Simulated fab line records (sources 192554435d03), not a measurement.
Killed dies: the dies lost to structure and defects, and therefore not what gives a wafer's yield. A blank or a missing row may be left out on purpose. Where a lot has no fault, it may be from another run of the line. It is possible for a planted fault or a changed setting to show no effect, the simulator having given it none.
Chamber matching | flow n5 finfet | N5_BEOL_M10_CURE_71 on uv cure-03: 3 sister chambers
The step cures SiCOH lowk, time 240 s. 14 wafers are shown with their chamber, then 7 later ones without.

EACH WAFER AND ITS CHAMBER
wafer  | chamber | wafer_temp_C_max | lamp power pct (%)
L626.1 | 1       | 386.1            | 52.30
L626.3 | 1       | 386.2            | 52.40
L626.6 | 1       | 385.8            | 52.18
L628.2 | 0       | 386.5            | 52.43
L628.3 | 0       | 386.4            | 52.33
L628.5 | 0       | 386.8            | 52.27
L630.2 | 2       | 386.8            | 52.37
L630.5 | 2       | 387.1            | 52.23
L630.6 | 2       | 386.9            | 52.26
L638.2 | 1       | 386.0            | 52.36
L638.3 | 1       | 385.8            | 52.34
L638.6 | 1       | 386.5            | 52.40
L640.3 | 1       | 386.5            | 52.31
L640.4 | 1       | 386.1            | 52.34

SIGNATURES (averages over the wafers above)
reading          | chamber 0 | chamber 1 | chamber 2 | scatter within a chamber
wafer_temp_C_max | 386.567   | 386.125   | 386.933   | 0.243
lamp power pct   | 52.3433   | 52.3287   | 52.2867   | 0.073
Rule: a wafer lies at a distance from a chamber equal to the root of the sum of squares, over the readings, of (its reading less the chamber's mean, divided by the reading's scatter). If the next closest chamber is less than 2 further off than the closest, the wafer can't be placed; otherwise it belongs to the closest. How the scatter is found: for the shown wafers, subtract from each reading the mean of its chamber, square and add these, divide the total by (wafers less chambers), then take the root.

WAFERS MISSING THEIR CHAMBER
wafer  | wafer_temp_C_max | lamp power pct (%)
L640.6 | 385.8            | 52.30
L641.1 | 387.0            | 52.34
L641.5 | 387.2            | 52.27
L641.6 | 386.6            | 52.32
L644.3 | 386.9            | 52.18
L644.5 | 386.7            | 52.33
L644.6 | 386.3            | 52.32

EACH ONE'S CHAMBER
wafer  | from the rows above          | in truth
L640.6 | can't be placed: 1 or 0      | 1
L641.1 | can't be placed: 2 or 0      | 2
L641.5 | can't be placed: 2 or 0      | 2
L641.6 | can't be placed: 0 or 2 or 1 | 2
L644.3 | can't be placed: 2 or 0      | 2
L644.5 | can't be placed: 0 or 2 or 1 | 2
L644.6 | can't be placed: 1 or 0 or 2 | 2
Placed correctly: 0 of 7. These rows do not allow placing 7 (true chamber among the candidates in 7). Placed wrongly: 0.
